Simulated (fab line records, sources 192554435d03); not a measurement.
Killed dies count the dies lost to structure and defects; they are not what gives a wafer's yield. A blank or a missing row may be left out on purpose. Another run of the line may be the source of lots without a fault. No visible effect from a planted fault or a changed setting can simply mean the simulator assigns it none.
Matching of chambers || flow n5 finfet || pecvd-03 running N5_GATE_CUT_HM_DEP_46: 3 sister chambers
The step deposits SiO2 from TEOS/O2, target thk 130 nm, time 26.6 s. 20 wafers are shown with their chamber, then 10 later ones without.

EACH WAFER AND ITS CHAMBER
{"wafer": "L076.2", "chamber": 0, "throttle valve pct (%)": 17.3, "heater power w (W)": 457, "heater power outer w (W)": 266}
{"wafer": "L076.3", "chamber": 1, "throttle valve pct (%)": 19.0, "heater power w (W)": 522, "heater power outer w (W)": 319}
{"wafer": "L076.5", "chamber": 0, "throttle valve pct (%)": 17.3, "heater power w (W)": 449, "heater power outer w (W)": 274}
{"wafer": "L077.1", "chamber": 2, "throttle valve pct (%)": 17.2, "heater power w (W)": 715, "heater power outer w (W)": 377}
{"wafer": "L077.2", "chamber": 0, "throttle valve pct (%)": 17.1, "heater power w (W)": 366, "heater power outer w (W)": 203}
{"wafer": "L077.5", "chamber": 2, "throttle valve pct (%)": 17.2, "heater power w (W)": 710, "heater power outer w (W)": 391}
{"wafer": "L078.2", "chamber": 2, "throttle valve pct (%)": 17.2, "heater power w (W)": 826, "heater power outer w (W)": 458}
{"wafer": "L078.5", "chamber": 2, "throttle valve pct (%)": 17.2, "heater power w (W)": 824, "heater power outer w (W)": 459}
{"wafer": "L078.6", "chamber": 0, "throttle valve pct (%)": 17.5, "heater power w (W)": 477, "heater power outer w (W)": 277}
{"wafer": "L080.2", "chamber": 1, "throttle valve pct (%)": 19.1, "heater power w (W)": 516, "heater power outer w (W)": 317}
{"wafer": "L080.5", "chamber": 1, "throttle valve pct (%)": 19.2, "heater power w (W)": 521, "heater power outer w (W)": 318}
{"wafer": "L080.6", "chamber": 0, "throttle valve pct (%)": 17.4, "heater power w (W)": 364, "heater power outer w (W)": 207}
{"wafer": "L081.2", "chamber": 0, "throttle valve pct (%)": 17.3, "heater power w (W)": 471, "heater power outer w (W)": 263}
{"wafer": "L081.4", "chamber": 1, "throttle valve pct (%)": 19.1, "heater power w (W)": 490, "heater power outer w (W)": 293}
{"wafer": "L081.5", "chamber": 2, "throttle valve pct (%)": 17.1, "heater power w (W)": 791, "heater power outer w (W)": 449}
{"wafer": "L085.1", "chamber": 0, "throttle valve pct (%)": 17.4, "heater power w (W)": 435, "heater power outer w (W)": 258}
{"wafer": "L085.2", "chamber": 2, "throttle valve pct (%)": 17.3, "heater power w (W)": 749, "heater power outer w (W)": 421}
{"wafer": "L085.6", "chamber": 2, "throttle valve pct (%)": 17.6, "heater power w (W)": 772, "heater power outer w (W)": 411}
{"wafer": "L088.2", "chamber": 2, "throttle valve pct (%)": 17.5, "heater power w (W)": 753, "heater power outer w (W)": 407}
{"wafer": "L088.4", "chamber": 2, "throttle valve pct (%)": 17.3, "heater power w (W)": 769, "heater power outer w (W)": 424}

SIGNATURES, as means of the wafers listed above
{"reading": "throttle valve pct", "chamber 0": 17.329, "chamber 1": 19.100, "chamber 2": 17.289, "scatter within a chamber": 0.138}
{"reading": "heater power w", "chamber 0": 431.29, "chamber 1": 512.25, "chamber 2": 767.67, "scatter within a chamber": 40.5}
{"reading": "heater power outer w", "chamber 0": 249.71, "chamber 1": 311.75, "chamber 2": 421.89, "scatter within a chamber": 27.7}
Rule: distance of a wafer from a chamber = root of the sum over the readings of ((wafer's reading minus chamber's mean) / reading's scatter) squared. If the next closest chamber is less than 2 further off than the closest, the wafer can't be placed; otherwise it belongs to the closest. The scatter: take each reading less its chamber's mean, square it, sum over the shown wafers, divide by the number of wafers less the number of chambers, and take the root.

WAFERS MISSING THEIR CHAMBER
{"wafer": "L088.5", "throttle valve pct (%)": 19.3, "heater power w (W)": 467, "heater power outer w (W)": 273}
{"wafer": "L090.3", "throttle valve pct (%)": 19.2, "heater power w (W)": 418, "heater power outer w (W)": 245}
{"wafer": "L090.4", "throttle valve pct (%)": 17.5, "heater power w (W)": 656, "heater power outer w (W)": 327}
{"wafer": "L090.5", "throttle valve pct (%)": 19.1, "heater power w (W)": 434, "heater power outer w (W)": 248}
{"wafer": "L093.2", "throttle valve pct (%)": 19.2, "heater power w (W)": 477, "heater power outer w (W)": 288}
{"wafer": "L093.3", "throttle valve pct (%)": 17.4, "heater power w (W)": 814, "heater power outer w (W)": 451}
{"wafer": "L093.4", "throttle valve pct (%)": 19.3, "heater power w (W)": 480, "heater power outer w (W)": 284}
{"wafer": "L095.2", "throttle valve pct (%)": 17.3, "heater power w (W)": 475, "heater power outer w (W)": 274}
{"wafer": "L095.3", "throttle valve pct (%)": 17.5, "heater power w (W)": 822, "heater power outer w (W)": 469}
{"wafer": "L095.4", "throttle valve pct (%)": 19.1, "heater power w (W)": 535, "heater power outer w (W)": 330}

WHICH CHAMBER EACH ONE RAN IN
{"wafer": "L088.5", "from the rows above": 1, "in truth": 1}
{"wafer": "L090.3", "from the rows above": 1, "in truth": 1}
{"wafer": "L090.4", "from the rows above": "can't be placed: 2 or 0", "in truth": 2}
{"wafer": "L090.5", "from the rows above": 1, "in truth": 1}
{"wafer": "L093.2", "from the rows above": 1, "in truth": 1}
{"wafer": "L093.3", "from the rows above": 2, "in truth": 2}
{"wafer": "L093.4", "from the rows above": 1, "in truth": 1}
{"wafer": "L095.2", "from the rows above": 0, "in truth": 0}
{"wafer": "L095.3", "from the rows above": 2, "in truth": 2}
{"wafer": "L095.4", "from the rows above": 1, "in truth": 1}
Correctly placed: 9 of 10. Not placeable from these rows: 1 (in 1, the candidates include the true chamber). Placed wrongly: 0.
